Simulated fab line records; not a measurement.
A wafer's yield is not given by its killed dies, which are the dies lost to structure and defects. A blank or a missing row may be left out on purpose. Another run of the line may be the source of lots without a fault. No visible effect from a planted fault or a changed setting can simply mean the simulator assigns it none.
fab line records || flow n5Finfet || part 2 of 2: steps 21 to 29 of 29
record: {"lots": 5, "wafers": 15, "lastDay": 19}
route steps=1938 shown BEOL_M14@1744
lots that met no fault: taken from a fault-free run of the same line
startH: hours from the record's first day to the start of the lot's first wafer shown || waitH: hours from the lot's prior step to this one || " unchanged from the row above || L1.1+2: a single row standing in for several wafers || - either no value or no given start || * or withheld: withheld || < > ~ a bound
route shown NAME@n: NAME is a module with steps in the file, n the number in the route of the first one || usual: mean/standard deviation of fault-free wafers || same: alike in all rows || chamber/n: place in a boat || sites: each site's reading || _std_site: their standard deviation || _edge_site: inner sites' mean taken away from outer sites' mean || radiusMm: how far each site lies from the wafer's centre || mask NAME#n: copy n || behind: tool/chamber where the wafer was last shaped || hold: reason for holding the lot/hours on hold/outcome of the hold || device: the transistor (n, p or np) that didn't switch || end of line: tests run on the same wafers once the route is complete || a step given without rows: its recipe and nothing more || killed: not the wafer's yield, but the dies lost to structure and defects at the first sort || map: a wafer's dies, marking killed ones x, the rest . and places with no die _
set.NAME: the setting that was run; set.NAME@STEP: the one run at that earlier step || model.NAME: the simulator's own value behind a step, which no gauge read
certain route steps with their lots: each step a table, each wafer a row
services: from which hour (startH, from the record's first day; less than 0 if before it) a tool's chamber was out of use, for how many hours, and why
== steps ==
step: N5_BEOL_M14_SPUTTER_45
recipe: {"material": "Cu", "targetThkA": 1000, "tempC": -20, "biasV": 60, "powerW": 26000, "chamberPressurePa": 0.13, "timeS": 16.67}
usual: {"susceptorTempC": "-20.01/0.088", "throttleValvePct": "30.1/1.3"}
same: {"timeS": 16.67}
{"lot.wafer": "L091.2", "tool": "pvdSputter-01", "chamber": "-", "startH": 384.02, "waitH": 0.0, "susceptorTempC": -19.98, "throttleValvePct": 30.8}
{"lot.wafer": "L091.4", "tool": "pvdSputter-01", "chamber": "-", "startH": 384.02, "waitH": 0.0, "susceptorTempC": -19.98, "throttleValvePct": 32.7}
{"lot.wafer": "L091.5", "tool": "pvdSputter-01", "chamber": "-", "startH": 384.02, "waitH": 0.0, "susceptorTempC": -20.02, "throttleValvePct": 32.8}
{"lot.wafer": "L093.2", "tool": "pvdSputter-02", "chamber": "-", "startH": 396.88, "waitH": 0.0, "susceptorTempC": -19.99, "throttleValvePct": 31.3}
{"lot.wafer": "L093.4", "tool": "pvdSputter-02", "chamber": "-", "startH": 396.88, "waitH": 0.0, "susceptorTempC": -20.18, "throttleValvePct": 30.0}
{"lot.wafer": "L093.6", "tool": "pvdSputter-02", "chamber": "-", "startH": 396.88, "waitH": 0.0, "susceptorTempC": -19.86, "throttleValvePct": 31.6}
{"lot.wafer": "L092.1", "tool": "pvdSputter-01", "chamber": "-", "startH": 407.86, "waitH": 0.0, "susceptorTempC": -20.07, "throttleValvePct": 31.0}
{"lot.wafer": "L092.2", "tool": "pvdSputter-01", "chamber": "-", "startH": 407.86, "waitH": 0.0, "susceptorTempC": -19.98, "throttleValvePct": 32.7}
{"lot.wafer": "L092.6", "tool": "pvdSputter-01", "chamber": "-", "startH": 407.86, "waitH": 0.0, "susceptorTempC": -20.18, "throttleValvePct": 30.7}
{"lot.wafer": "L095.2", "tool": "pvdSputter-02", "chamber": "-", "startH": 417.06, "waitH": 0.0, "susceptorTempC": -19.91, "throttleValvePct": 28.6}
{"lot.wafer": "L095.3", "tool": "pvdSputter-02", "chamber": "-", "startH": 417.06, "waitH": 0.0, "susceptorTempC": -20.14, "throttleValvePct": 31.4}
{"lot.wafer": "L095.4", "tool": "pvdSputter-02", "chamber": "-", "startH": 417.06, "waitH": 0.0, "susceptorTempC": -20.04, "throttleValvePct": 30.2}
{"lot.wafer": "L097.2", "tool": "pvdSputter-03", "chamber": "-", "startH": 433.09, "waitH": 0.0, "susceptorTempC": -20.07, "throttleValvePct": 27.6}
{"lot.wafer": "L097.4", "tool": "pvdSputter-03", "chamber": "-", "startH": 433.09, "waitH": 0.0, "susceptorTempC": -19.95, "throttleValvePct": 28.7}
{"lot.wafer": "L097.6", "tool": "pvdSputter-03", "chamber": "-", "startH": 433.09, "waitH": 0.0, "susceptorTempC": -19.86, "throttleValvePct": 29.1}
step: N5_BEOL_M14_ECD_47
recipe: {"material": "Cu", "targetThkA": 12480}
{"lot.wafer": "L091.2+4+5", "tool": "ecdCu-01", "chamber": "1,1,0", "startH": 384.14, "waitH": 0.1}
{"lot.wafer": "L093.2+4+6", "tool": "ecdCu-01", "chamber": "0,0,1", "startH": 396.99, "waitH": 0.1}
{"lot.wafer": "L092.1+2+6", "tool": "ecdCu-01", "chamber": "0,1,0", "startH": 407.98, "waitH": 0.1}
{"lot.wafer": "L095.2+3+4", "tool": "ecdCu-02", "chamber": "0,0,1", "startH": 417.18, "waitH": 0.1}
{"lot.wafer": "L097.2+4+6", "tool": "ecdCu-01", "chamber": "0,1,1", "startH": 433.20, "waitH": 0.1}
step: N5_BEOL_M14_ANNEAL_48
recipe: {"tempC": 225, "timeS": 90, "ambient": "N2"}
usual: {"wafer_temp_C_max": "226.36/0.3"}
same: {"timeS": 90}
{"lot.wafer": "L091.2", "tool": "rtpAnneal-02", "chamber": 0, "startH": 384.37, "waitH": 0.2, "wafer_temp_C_max": 226.47}
{"lot.wafer": "L091.4", "tool": "rtpAnneal-02", "chamber": 0, "startH": 384.37, "waitH": 0.2, "wafer_temp_C_max": 226.88}
{"lot.wafer": "L091.5", "tool": "rtpAnneal-02", "chamber": 0, "startH": 384.37, "waitH": 0.2, "wafer_temp_C_max": 226.24}
{"lot.wafer": "L093.2", "tool": "rtpAnneal-01", "chamber": 0, "startH": 397.23, "waitH": 0.2, "wafer_temp_C_max": 225.95}
{"lot.wafer": "L093.4", "tool": "rtpAnneal-01", "chamber": 0, "startH": 397.23, "waitH": 0.2, "wafer_temp_C_max": 225.93}
{"lot.wafer": "L093.6", "tool": "rtpAnneal-01", "chamber": 0, "startH": 397.23, "waitH": 0.2, "wafer_temp_C_max": 226.34}
{"lot.wafer": "L092.1", "tool": "rtpAnneal-01", "chamber": 0, "startH": 408.17, "waitH": 0.1, "wafer_temp_C_max": 225.90}
{"lot.wafer": "L092.2", "tool": "rtpAnneal-01", "chamber": 0, "startH": 408.17, "waitH": 0.1, "wafer_temp_C_max": 226.10}
{"lot.wafer": "L092.6", "tool": "rtpAnneal-01", "chamber": 0, "startH": 408.17, "waitH": 0.1, "wafer_temp_C_max": 226.39}
{"lot.wafer": "L095.2", "tool": "rtpAnneal-02", "chamber": 0, "startH": 417.41, "waitH": 0.2, "wafer_temp_C_max": 226.34}
{"lot.wafer": "L095.3", "tool": "rtpAnneal-02", "chamber": 0, "startH": 417.41, "waitH": 0.2, "wafer_temp_C_max": 226.50}
{"lot.wafer": "L095.4", "tool": "rtpAnneal-02", "chamber": 0, "startH": 417.41, "waitH": 0.2, "wafer_temp_C_max": 227.07}
{"lot.wafer": "L097.2", "tool": "rtpAnneal-02", "chamber": 0, "startH": 433.44, "waitH": 0.2, "wafer_temp_C_max": 226.51}
{"lot.wafer": "L097.4", "tool": "rtpAnneal-02", "chamber": 0, "startH": 433.44, "waitH": 0.2, "wafer_temp_C_max": 226.84}
{"lot.wafer": "L097.6", "tool": "rtpAnneal-02", "chamber": 0, "startH": 433.44, "waitH": 0.2, "wafer_temp_C_max": 225.93}
step: N5_BEOL_M14_CMP_49
recipe: {"stopOn": "SiO2", "tOverpolishS": 5.2, "downForcePsi": 2, "platenRpm": 80, "clearingPlatenDownForcePsi": 2, "clearingPlatenRpm": 80, "postCmpClean": "cuAlkaline", "targetThkNm": 560, "clearingPlatenPadVelocityMS": 1.5917, "padVelocityMS": 1.5917}
usual: {"barrierFieldEndpointS": "11.4/0.31", "motorCurrentA": "8.3/0.89", "overpolishRunS": "5.200/0.009", "timeToEndpointS": "122/4.6"}
{"lot.wafer": "L091.4", "tool": "cmp-03", "chamber": 3, "startH": 384.62, "waitH": 0.1, "barrierFieldEndpointS": 11.3, "motorCurrentA": 7.8, "overpolishRunS": 5.207, "timeToEndpointS": 120}
{"lot.wafer": "L091.2", "tool": "cmp-03", "chamber": 1, "startH": 384.62, "waitH": 0.1, "barrierFieldEndpointS": 11.1, "motorCurrentA": 8.3, "overpolishRunS": 5.199, "timeToEndpointS": 120}
{"lot.wafer": "L091.5", "tool": "cmp-03", "chamber": 0, "startH": 384.62, "waitH": 0.1, "barrierFieldEndpointS": 11.2, "motorCurrentA": 9.0, "overpolishRunS": 5.207, "timeToEndpointS": 114}
{"lot.wafer": "L093.4", "tool": "cmp-02", "chamber": 3, "startH": 397.52, "waitH": 0.2, "barrierFieldEndpointS": 11.4, "motorCurrentA": 8.5, "overpolishRunS": 5.190, "timeToEndpointS": 125}
{"lot.wafer": "L093.2", "tool": "cmp-02", "chamber": 1, "startH": 397.52, "waitH": 0.2, "barrierFieldEndpointS": 11.0, "motorCurrentA": 7.6, "overpolishRunS": 5.200, "timeToEndpointS": 117}
{"lot.wafer": "L093.6", "tool": "cmp-02", "chamber": 2, "startH": 397.52, "waitH": 0.2, "barrierFieldEndpointS": 11.2, "motorCurrentA": 6.7, "overpolishRunS": 5.200, "timeToEndpointS": 122}
{"lot.wafer": "L092.2", "tool": "cmp-03", "chamber": 3, "startH": 408.52, "waitH": 0.3, "barrierFieldEndpointS": 11.5, "motorCurrentA": 7.7, "overpolishRunS": 5.207, "timeToEndpointS": 120}
{"lot.wafer": "L092.1", "tool": "cmp-03", "chamber": 1, "startH": 408.52, "waitH": 0.3, "barrierFieldEndpointS": 11.6, "motorCurrentA": 8.6, "overpolishRunS": 5.209, "timeToEndpointS": 123}
{"lot.wafer": "L092.6", "tool": "cmp-03", "chamber": 3, "startH": 408.52, "waitH": 0.3, "barrierFieldEndpointS": 11.5, "motorCurrentA": 7.6, "overpolishRunS": 5.188, "timeToEndpointS": 123}
{"lot.wafer": "L095.4", "tool": "cmp-02", "chamber": 2, "startH": 417.66, "waitH": 0.1, "barrierFieldEndpointS": 11.6, "motorCurrentA": 6.8, "overpolishRunS": 5.189, "timeToEndpointS": 127}
{"lot.wafer": "L095.2", "tool": "cmp-02", "chamber": 3, "startH": 417.66, "waitH": 0.1, "barrierFieldEndpointS": 11.8, "motorCurrentA": 8.4, "overpolishRunS": 5.210, "timeToEndpointS": 132}
{"lot.wafer": "L095.3", "tool": "cmp-02", "chamber": 1, "startH": 417.66, "waitH": 0.1, "barrierFieldEndpointS": 11.7, "motorCurrentA": 7.4, "overpolishRunS": 5.214, "timeToEndpointS": 125}
{"lot.wafer": "L097.4", "tool": "cmp-01", "chamber": 3, "startH": 433.73, "waitH": 0.2, "barrierFieldEndpointS": 11.3, "motorCurrentA": 8.2, "overpolishRunS": 5.191, "timeToEndpointS": 119}
{"lot.wafer": "L097.2", "tool": "cmp-01", "chamber": 1, "startH": 433.73, "waitH": 0.2, "barrierFieldEndpointS": 11.9, "motorCurrentA": 10.0, "overpolishRunS": 5.186, "timeToEndpointS": 130}
{"lot.wafer": "L097.6", "tool": "cmp-01", "chamber": 2, "startH": 433.73, "waitH": 0.2, "barrierFieldEndpointS": 11.6, "motorCurrentA": 8.9, "overpolishRunS": 5.198, "timeToEndpointS": 123}
step: N5_BEOL_M14_THK_MEAS_50
recipe: {"thkMeasGauge": "xrf", "reads": "Cu_of_BEOL_M14_ECD_47"}
usual: {"M14_THK": "555/19"}
{"lot.wafer": "L091.2", "tool": "filmMetro-01", "chamber": "-", "startH": 384.92, "waitH": "-", "M14_THK[nm]": 548}
{"lot.wafer": "L091.4", "tool": "filmMetro-01", "chamber": "-", "startH": 384.92, "waitH": "-", "M14_THK[nm]": 547}
{"lot.wafer": "L091.5", "tool": "filmMetro-01", "chamber": "-", "startH": 384.92, "waitH": "-", "M14_THK[nm]": 545}
{"lot.wafer": "L093.2", "tool": "filmMetro-02", "chamber": "-", "startH": 397.78, "waitH": "-", "M14_THK[nm]": 539}
{"lot.wafer": "L093.4", "tool": "filmMetro-02", "chamber": "-", "startH": 397.78, "waitH": "-", "M14_THK[nm]": 547}
{"lot.wafer": "L093.6", "tool": "filmMetro-02", "chamber": "-", "startH": 397.78, "waitH": "-", "M14_THK[nm]": 526}
{"lot.wafer": "L092.1", "tool": "filmMetro-01", "chamber": "-", "startH": 408.78, "waitH": "-", "M14_THK[nm]": 546}
{"lot.wafer": "L092.2", "tool": "filmMetro-01", "chamber": "-", "startH": 408.78, "waitH": "-", "M14_THK[nm]": 530}
{"lot.wafer": "L092.6", "tool": "filmMetro-01", "chamber": "-", "startH": 408.78, "waitH": "-", "M14_THK[nm]": 549}
{"lot.wafer": "L095.2", "tool": "filmMetro-01", "chamber": "-", "startH": 417.96, "waitH": "-", "M14_THK[nm]": 591}
{"lot.wafer": "L095.3", "tool": "filmMetro-01", "chamber": "-", "startH": 417.96, "waitH": "-", "M14_THK[nm]": 562}
{"lot.wafer": "L095.4", "tool": "filmMetro-01", "chamber": "-", "startH": 417.96, "waitH": "-", "M14_THK[nm]": 533}
{"lot.wafer": "L097.2", "tool": "filmMetro-02", "chamber": "-", "startH": 433.98, "waitH": "-", "M14_THK[nm]": 557}
{"lot.wafer": "L097.4", "tool": "filmMetro-02", "chamber": "-", "startH": 433.98, "waitH": "-", "M14_THK[nm]": 534}
{"lot.wafer": "L097.6", "tool": "filmMetro-02", "chamber": "-", "startH": 433.98, "waitH": "-", "M14_THK[nm]": 598}
step: N5_BEOL_M14_PRE_CLEAN_52
recipe: {"gas": "NH3", "timeS": 15, "tempC": "withheld", "rfPowerW": 300}
same: {"timeS": 15}
{"lot.wafer": "L091.2+4+5", "tool": "pecvd-03", "chamber": "1,2,0", "startH": 384.95, "waitH": 0.0}
{"lot.wafer": "L093.2+4+6", "tool": "pecvd-03", "chamber": "0,1,0", "startH": 397.81, "waitH": 0.0}
{"lot.wafer": "L092.1+2+6", "tool": "pecvd-03", "chamber": "1,2,2", "startH": 408.82, "waitH": 0.0}
{"lot.wafer": "L095.2+3+4", "tool": "pecvd-01", "chamber": "0,2,2", "startH": 418.00, "waitH": 0.0}
{"lot.wafer": "L097.2+4+6", "tool": "pecvd-04", "chamber": "1,2,0", "startH": 434.02, "waitH": 0.0}
step: N5_BEOL_M14_DEP_53
recipe: {"material": "SiCN", "targetThkA": 500, "tempC": "withheld", "precursor": "3MS/NH3", "pressureTorr": 3, "rfW": 675, "timeS": 17.8}
usual: {"showerheadPlenumPTorr": "4.163/0.024", "showerheadVppV": "1592/87", "throttleValvePct": "18.3/1"}
same: {"timeS": 17.8}
{"lot.wafer": "L091.2", "tool": "pecvd-03", "chamber": 1, "startH": 384.98, "waitH": 0.0, "showerheadPlenumPTorr": 4.168, "showerheadVppV": 1593, "throttleValvePct": 18.4}
{"lot.wafer": "L091.4", "tool": "pecvd-03", "chamber": 2, "startH": 384.98, "waitH": 0.0, "showerheadPlenumPTorr": 4.172, "showerheadVppV": 1549, "throttleValvePct": 18.0}
{"lot.wafer": "L091.5", "tool": "pecvd-03", "chamber": 0, "startH": 384.98, "waitH": 0.0, "showerheadPlenumPTorr": 4.201, "showerheadVppV": 1485, "throttleValvePct": 18.1}
{"lot.wafer": "L093.2", "tool": "pecvd-03", "chamber": 0, "startH": 397.84, "waitH": 0.0, "showerheadPlenumPTorr": 4.193, "showerheadVppV": 1514, "throttleValvePct": 18.4}
{"lot.wafer": "L093.4", "tool": "pecvd-03", "chamber": 1, "startH": 397.84, "waitH": 0.0, "showerheadPlenumPTorr": 4.170, "showerheadVppV": 1533, "throttleValvePct": 18.4}
{"lot.wafer": "L093.6", "tool": "pecvd-03", "chamber": 0, "startH": 397.84, "waitH": 0.0, "showerheadPlenumPTorr": 4.190, "showerheadVppV": 1504, "throttleValvePct": 18.3}
{"lot.wafer": "L092.1", "tool": "pecvd-03", "chamber": 1, "startH": 408.84, "waitH": 0.0, "showerheadPlenumPTorr": 4.176, "showerheadVppV": 1558, "throttleValvePct": 18.2}
{"lot.wafer": "L092.2", "tool": "pecvd-03", "chamber": 2, "startH": 408.84, "waitH": 0.0, "showerheadPlenumPTorr": 4.158, "showerheadVppV": 1526, "throttleValvePct": 17.9}
{"lot.wafer": "L092.6", "tool": "pecvd-03", "chamber": 2, "startH": 408.84, "waitH": 0.0, "showerheadPlenumPTorr": 4.159, "showerheadVppV": 1536, "throttleValvePct": 18.2}
{"lot.wafer": "L095.2", "tool": "pecvd-01", "chamber": 0, "startH": 418.02, "waitH": 0.0, "showerheadPlenumPTorr": 4.191, "showerheadVppV": 1591, "throttleValvePct": 19.3}
{"lot.wafer": "L095.3", "tool": "pecvd-01", "chamber": 2, "startH": 418.02, "waitH": 0.0, "showerheadPlenumPTorr": 4.165, "showerheadVppV": 1764, "throttleValvePct": 18.0}
{"lot.wafer": "L095.4", "tool": "pecvd-01", "chamber": 2, "startH": 418.02, "waitH": 0.0, "showerheadPlenumPTorr": 4.150, "showerheadVppV": 1742, "throttleValvePct": 17.9}
{"lot.wafer": "L097.2", "tool": "pecvd-04", "chamber": 1, "startH": 434.05, "waitH": 0.0, "showerheadPlenumPTorr": 4.170, "showerheadVppV": 1641, "throttleValvePct": 16.0}
{"lot.wafer": "L097.4", "tool": "pecvd-04", "chamber": 2, "startH": 434.05, "waitH": 0.0, "showerheadPlenumPTorr": 4.129, "showerheadVppV": 1458, "throttleValvePct": 16.9}
{"lot.wafer": "L097.6", "tool": "pecvd-04", "chamber": 0, "startH": 434.05, "waitH": 0.0, "showerheadPlenumPTorr": 4.126, "showerheadVppV": 1620, "throttleValvePct": 17.7}
step: N5_BEOL_M14_RS_MEAS_54
recipe: {"thkMeasGauge": "four-point-probe", "reads": "Cu_of_BEOL_M14_ECD_47+Ta_of_BEOL_M14_SPUTTER_44+TaN_of_BEOL_M14_SPUTTER_43"}
usual: {"M14_RS": "0.0329/0.0011"}
{"lot.wafer": "L091.2", "tool": "filmMetro-02", "chamber": "-", "startH": 385.05, "waitH": 0.1, "M14_RS[ohm/sq]": 0.0327}
{"lot.wafer": "L091.4", "tool": "filmMetro-02", "chamber": "-", "startH": 385.05, "waitH": 0.1, "M14_RS[ohm/sq]": 0.0329}
{"lot.wafer": "L091.5", "tool": "filmMetro-02", "chamber": "-", "startH": 385.05, "waitH": 0.1, "M14_RS[ohm/sq]": 0.0330}
{"lot.wafer": "L093.2", "tool": "filmMetro-02", "chamber": "-", "startH": 397.90, "waitH": 0.1, "M14_RS[ohm/sq]": 0.0340}
{"lot.wafer": "L093.4", "tool": "filmMetro-02", "chamber": "-", "startH": 397.90, "waitH": 0.1, "M14_RS[ohm/sq]": 0.0334}
{"lot.wafer": "L093.6", "tool": "filmMetro-02", "chamber": "-", "startH": 397.90, "waitH": 0.1, "M14_RS[ohm/sq]": 0.0348}
{"lot.wafer": "L092.1", "tool": "filmMetro-01", "chamber": "-", "startH": 408.91, "waitH": 0.0, "M14_RS[ohm/sq]": 0.0334}
{"lot.wafer": "L092.2", "tool": "filmMetro-01", "chamber": "-", "startH": 408.91, "waitH": 0.0, "M14_RS[ohm/sq]": 0.0343}
{"lot.wafer": "L092.6", "tool": "filmMetro-01", "chamber": "-", "startH": 408.91, "waitH": 0.0, "M14_RS[ohm/sq]": 0.0333}
{"lot.wafer": "L095.2", "tool": "filmMetro-01", "chamber": "-", "startH": 418.09, "waitH": 0.1, "M14_RS[ohm/sq]": 0.0305}
{"lot.wafer": "L095.3", "tool": "filmMetro-01", "chamber": "-", "startH": 418.09, "waitH": 0.1, "M14_RS[ohm/sq]": 0.0323}
{"lot.wafer": "L095.4", "tool": "filmMetro-01", "chamber": "-", "startH": 418.09, "waitH": 0.1, "M14_RS[ohm/sq]": 0.0339}
{"lot.wafer": "L097.2", "tool": "filmMetro-01", "chamber": "-", "startH": 434.11, "waitH": 0.1, "M14_RS[ohm/sq]": 0.0331}
{"lot.wafer": "L097.4", "tool": "filmMetro-01", "chamber": "-", "startH": 434.11, "waitH": 0.1, "M14_RS[ohm/sq]": 0.0346}
{"lot.wafer": "L097.6", "tool": "filmMetro-01", "chamber": "-", "startH": 434.11, "waitH": 0.1, "M14_RS[ohm/sq]": 0.0307}
step: N5_BEOL_M14_INSPECT_55
recipe: {"inspectInstrument": "darkfield", "mode": "postDep"}
usual: {"rawDefectCount": "79/28"}
{"lot.wafer": "L091.2", "tool": "defectInspect-02", "chamber": "-", "startH": 385.07, "waitH": 0.0, "rawDefectCount": 73}
{"lot.wafer": "L091.4", "tool": "defectInspect-02", "chamber": "-", "startH": 385.07, "waitH": 0.0, "rawDefectCount": 74}
{"lot.wafer": "L091.5", "tool": "defectInspect-02", "chamber": "-", "startH": 385.07, "waitH": 0.0, "rawDefectCount": 63}
{"lot.wafer": "L093.2", "tool": "defectInspect-01", "chamber": "-", "startH": 397.93, "waitH": 0.0, "rawDefectCount": 133}
{"lot.wafer": "L093.4", "tool": "defectInspect-01", "chamber": "-", "startH": 397.93, "waitH": 0.0, "rawDefectCount": 89}
{"lot.wafer": "L093.6", "tool": "defectInspect-01", "chamber": "-", "startH": 397.93, "waitH": 0.0, "rawDefectCount": 56}
{"lot.wafer": "L092.1", "tool": "defectInspect-02", "chamber": "-", "startH": 408.93, "waitH": 0.0, "rawDefectCount": 77}
{"lot.wafer": "L092.2", "tool": "defectInspect-02", "chamber": "-", "startH": 408.93, "waitH": 0.0, "rawDefectCount": 31}
{"lot.wafer": "L092.6", "tool": "defectInspect-02", "chamber": "-", "startH": 408.93, "waitH": 0.0, "rawDefectCount": 76}
{"lot.wafer": "L095.2", "tool": "defectInspect-01", "chamber": "-", "startH": 418.11, "waitH": 0.0, "rawDefectCount": 51}
{"lot.wafer": "L095.3", "tool": "defectInspect-01", "chamber": "-", "startH": 418.11, "waitH": 0.0, "rawDefectCount": 87}
{"lot.wafer": "L095.4", "tool": "defectInspect-01", "chamber": "-", "startH": 418.11, "waitH": 0.0, "rawDefectCount": 98}
{"lot.wafer": "L097.2", "tool": "defectInspect-02", "chamber": "-", "startH": 434.14, "waitH": 0.0, "rawDefectCount": 124}
{"lot.wafer": "L097.4", "tool": "defectInspect-02", "chamber": "-", "startH": 434.14, "waitH": 0.0, "rawDefectCount": 88}
{"lot.wafer": "L097.6", "tool": "defectInspect-02", "chamber": "-", "startH": 434.14, "waitH": 0.0, "rawDefectCount": 166}
== services ==
{"tool": "rieDiel-03", "chamber": 1, "startH": 359.08, "hours": 5.1, "kind": "repair"}
{"tool": "pecvd-04", "chamber": "-", "startH": 363.16, "hours": 6.0, "kind": "pm"}
{"tool": "cmp-02", "chamber": "-", "startH": 370.34, "hours": 6.5, "kind": "repair"}
{"tool": "rieDiel-03", "chamber": 2, "startH": 376.64, "hours": "-", "kind": "clean"}
{"tool": "rieDiel-03", "chamber": 2, "startH": 376.64, "hours": "-", "kind": "consumableReplace:focusRing"}
{"tool": "rieDiel-03", "chamber": 2, "startH": 376.64, "hours": "-", "kind": "consumableReplace:showerhead"}
{"tool": "rieDiel-03", "chamber": 2, "startH": 376.64, "hours": 19.1, "kind": "scheduledDown"}
{"tool": "rieDiel-03", "chamber": 2, "startH": 376.64, "hours": 19.1, "kind": "ventCycle"}
{"tool": "rieDiel-04", "chamber": 1, "startH": 382.68, "hours": "-", "kind": "clean"}
{"tool": "rieDiel-04", "chamber": 1, "startH": 382.68, "hours": "-", "kind": "consumableReplace:focusRing"}
{"tool": "rieDiel-04", "chamber": 1, "startH": 382.68, "hours": 23.1, "kind": "scheduledDown"}
{"tool": "rieDiel-04", "chamber": 1, "startH": 382.68, "hours": 23.1, "kind": "ventCycle"}
{"tool": "pecvd-04", "chamber": 1, "startH": 383.62, "hours": "-", "kind": "clean"}
{"tool": "pecvd-04", "chamber": 1, "startH": 383.62, "hours": "-", "kind": "consumableReplace:showerhead"}
{"tool": "pecvd-04", "chamber": 1, "startH": 383.62, "hours": 29.0, "kind": "scheduledDown"}
{"tool": "pecvd-04", "chamber": 1, "startH": 383.62, "hours": 29.0, "kind": "ventCycle"}
{"tool": "pecvd-03", "chamber": 0, "startH": 391.69, "hours": 5.5, "kind": "scheduledDown"}
{"tool": "rieDiel-04", "chamber": 2, "startH": 395.37, "hours": 6.0, "kind": "repair"}
{"tool": "rieDiel-02", "chamber": "-", "startH": 402.40, "hours": 1.1, "kind": "repair"}
{"tool": "cmp-03", "chamber": "-", "startH": 402.42, "hours": 5.8, "kind": "repair"}
{"tool": "cmp-02", "chamber": "-", "startH": 402.53, "hours": 4.0, "kind": "pm"}
{"tool": "ecdCu-02", "chamber": "-", "startH": 407.81, "hours": 0.9, "kind": "repair"}
{"tool": "ecdCu-01", "chamber": "-", "startH": 413.18, "hours": 6.0, "kind": "repair"}
{"tool": "cmp-01", "chamber": "-", "startH": 425.52, "hours": 0.8, "kind": "repair"}
